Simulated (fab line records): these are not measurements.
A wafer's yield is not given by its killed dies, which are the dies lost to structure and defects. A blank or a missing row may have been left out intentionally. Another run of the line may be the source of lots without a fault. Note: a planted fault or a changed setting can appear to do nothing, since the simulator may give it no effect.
Chamber matching | flow n5Finfet | N5_BEOL_M11_CMP_52 on cmp-02 has 4 sister chambers
The step polishes, stops on SiCOH lowk, t overpolish 7 s, target thk 140 nm. 4 wafers are shown with their chamber, then 7 later ones without.

== EACH WAFER AND ITS CHAMBER ==
wafer  | chamber | motorCurrentA (A)
L758.6 | 1       | 6.4
L760.5 | 0       | 6.4
L764.2 | 2       | 5.8
L764.5 | 3       | 5.7

== WAFERS MISSING THEIR CHAMBER ==
wafer  | motorCurrentA (A)
L764.6 | 6.3
L766.1 | 6.1
L766.3 | 5.4
L766.4 | 6.1
L771.1 | 5.3
L771.3 | 6.2
L771.5 | 6.6

== WHICH CHAMBER EACH WENT THROUGH ==
wafer  | from the rows above               | in truth
L764.6 | can't be placed: 0 or 1 or 2 or 3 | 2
L766.1 | can't be placed: 2 or 0 or 1 or 3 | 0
L766.3 | can't be placed: 3 or 2           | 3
L766.4 | can't be placed: 2 or 0 or 1 or 3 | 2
L771.1 | can't be placed: 3 or 2           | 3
L771.3 | can't be placed: 0 or 1 or 2 or 3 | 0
L771.5 | can't be placed: 0 or 1           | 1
Placed correctly: 0 of 7. Cannot be placed on the basis of these rows: 7; the candidates contain the true chamber in 7. 0 placed wrongly.
How it was worked out, from the rows above alone: a wafer's distance from a chamber is the root of the sum, over the readings, of the square of ((its reading less the chamber's mean) divided by the reading's scatter). If the next closest chamber is less than 2 further off than the closest, the wafer can't be placed; otherwise it belongs to the closest. A chamber's mean is the mean of its shown wafers. The scatter (one wafer shown for each chamber): square how far every hidden wafer sits from the nearest shown wafer, average those squares and take the square root.
